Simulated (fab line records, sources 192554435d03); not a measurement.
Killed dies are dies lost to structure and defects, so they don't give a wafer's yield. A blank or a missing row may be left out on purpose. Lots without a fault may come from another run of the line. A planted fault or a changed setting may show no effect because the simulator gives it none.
A struck lot beside a sound one | flow n5_finfet | 38 steps out of a route of 1938
Sound: wafers L564.4, L564.5, L564.6. Struck: wafer L557.3. The cause comes at the end.
At each step with rows: each side's tool, then ch and its chambers, then its first start. Under that, the readings that differ: sound wafers | struck wafers | difference of the means | sigmas: that difference in standard deviations of wafers without a fault.
alike: readings whose means differ by less than 2 such deviations, and words and numbers that are the same on both sides. not compared: withheld readings, readings that some wafer has no value for, bounds like >300 that may hide the same value, and numbers for which the record gives no deviation and whose values overlap.
The two part at a step that has a row with sigmas, a row that says differs or no value, or rows on one side only. Numbers that don't overlap but have no deviation are shown without sigmas and don't part them. A reading that every wafer of one side lacks parts them only if that side has two wafers or more.

first, 9 steps without rows for these wafers: N5_BEOL_M14_SOFTBAKE_23 (time 60 s); N5_BEOL_M14_EXPOSE_25 (exposes mask M14, target cd 280 nm); N5_BEOL_M14_PEB_26 (peb time 90 s); N5_BEOL_M14_DEVELOP_27 (develop time 45 s); N5_BEOL_M14_HARDBAKE_32 (time 120 s); N5_BEOL_M14_DESCUM_33 (chemistry O2, time 7.9 s); N5_BEOL_M14_ETCH_67 (etches SiARC in CF4, target depth 143 nm, time 238.3 s); N5_BEOL_M14_ETCH_68 (etches SOC in N2/H2, time 450 s); N5_BEOL_M14_STRIP_69 (strips in N2/H2).
N5_BEOL_M14_TRENCH_ETCH_34: etches SiO2 in C4F8/O2/Ar, target depth 556.65 nm, time 126.9 s.
  sound on rie_diel-03 ch 0,1, day 15 12:28; struck on rie_diel-01 ch 0, day 14 09:53
  reading                         | sound             | struck | difference | sigmas
  showerhead_plenum_p_Torr (Torr) | 3.61 3.61 3.51    | 3.35   | -0.23      | -2
  model.etch.depth_nm (nm)        | 549.8 545.9 569.3 | 781    | +226       |
  alike: drypump_motor_current_A, oes_product_au, rf_vpp_V, throttle_valve_pct
  not compared: rf_hours_counter_h
then, 1 step without rows for these wafers: N5_BEOL_M14_STRIP_70 (strips in C4F8/O2/Ar).
N5_BEOL_M14_OCD_MEAS_35:
  sound on ocd-01, day 15 12:38; struck on ocd-02, day 14 10:03
  reading              | sound       | struck | difference | sigmas
  trench_depth_nm (nm) | 550 546 570 | 781    | +226       | +29
then, 11 steps without rows for these wafers: N5_BEOL_M14_STRIP_37 (strips in O2); N5_BEOL_M14_ETCH_38 (etches SiCN in CF4/N2, target depth 106.5 nm, time 120.6 s); N5_BEOL_M14_PRECLEAN_39 (cleans in residue remover, time 60 s); N5_BEOL_M14_SRD_40 (time 30 s, dry time 30 s); N5_BEOL_M14_DEGAS_41 (time 60 s); N5_BEOL_M14_PRE_CLEAN_42 (time 30 s); N5_BEOL_M14_SPUTTER_43 (material TaN, target thk 15 nm, time 24.19 s); N5_BEOL_M14_SPUTTER_44 (material Ta, target thk 15 nm, time 24.19 s); N5_BEOL_M14_SPUTTER_45 (material Cu, target thk 100 nm, time 16.67 s); N5_BEOL_M14_ECD_47 (material Cu, target thk 1248 nm); N5_BEOL_M14_ANNEAL_48 (time 90 s).
N5_BEOL_M14_CMP_49: polishes, stops on SiO2, t overpolish 5.2 s, target thk 560 nm.
  sound on cmp-03 ch 0,1, day 15 17:03; struck on cmp-04 ch 2, day 14 11:43
  reading                                 | sound           | struck | difference | sigmas
  model.Cu_of_BEOL_M14_ECD_47.thk_nm (nm) | 554 549.8 574.2 | 785.2  | +225.9     |
  alike: barrier_field_endpoint_s, motor_current_A, overpolish_run_s, time_to_endpoint_s
N5_BEOL_M14_THK_MEAS_50: measures by xrf.
  sound on film_metro-01, day 15 17:21; struck on film_metro-01, day 14 11:53
  reading      | sound       | struck | difference | sigmas
  M14_THK (nm) | 561 561 583 | 813    | +245       | +27
then, 2 steps without rows for these wafers: N5_BEOL_M14_PRE_CLEAN_52 (time 15 s); N5_BEOL_M14_DEP_53 (deposits SiCN from 3MS/NH3, target thk 50 nm, time 17.8 s).
N5_BEOL_M14_RS_MEAS_54: measures by four-point-probe.
  sound on film_metro-01, day 15 17:29; struck on film_metro-02, day 14 12:01
  reading         | sound                | struck | difference | sigmas
  M14_RS (ohm/sq) | 0.0335 0.0338 0.0323 | 0.0235 | -0.0097    | -20
then, 9 steps without rows for these wafers: N5_BEOL_M15_ILD_DEP_00 (deposits SiO2 from TEOS/O2, target thk 1629.3 nm, time 346.1 s); N5_BEOL_M15_COAT_58 (time 60 s, resist thk 89 nm); N5_BEOL_M15_COAT_04 (resist thk 800 nm); N5_BEOL_M15_EBR_06; N5_BEOL_M15_SOFTBAKE_05 (time 60 s); N5_BEOL_M15_EXPOSE_07 (exposes mask V14); N5_BEOL_M15_PEB_08 (peb time 90 s); N5_BEOL_M15_DEVELOP_09 (develop time 45 s); N5_BEOL_M15_HARDBAKE_14 (time 120 s).
N5_BEOL_M15_RC_MEAS_101:
  sound on prober-02 ch 0, day 16 00:48; struck on prober-02 ch 0, day 14 20:54
  reading                    | sound                | struck | difference | sigmas
  SERP_M13 (ohm/um)          | 0.295 0.305 0.299    | 0.313  | +0.013     | +3
  SERP_M14 (ohm/um)          | 0.1620 0.1631 0.1558 | 0.1123 | -0.0480    | -17
  SERP_M14_max_site (ohm/um) | 0.1636 0.1646 0.1574 | 0.1129 | -0.0490    | -17
  alike: COMB_M10, COMB_M11, COMB_M12, COMB_M13, COMB_M15, COMB_M5, COMB_M6, COMB_M7, COMB_M8, COMB_M8_max_site, SERP_M10, SERP_M11, SERP_M11_max_site, SERP_M12, SERP_M5, SERP_M6, SERP_M7, SERP_M7_max_site, SERP_M8

WHERE THEY PART
First at N5_BEOL_M14_TRENCH_ETCH_34; last, within this record, at N5_BEOL_M15_RC_MEAS_101.

WHY: what the simulator had put in
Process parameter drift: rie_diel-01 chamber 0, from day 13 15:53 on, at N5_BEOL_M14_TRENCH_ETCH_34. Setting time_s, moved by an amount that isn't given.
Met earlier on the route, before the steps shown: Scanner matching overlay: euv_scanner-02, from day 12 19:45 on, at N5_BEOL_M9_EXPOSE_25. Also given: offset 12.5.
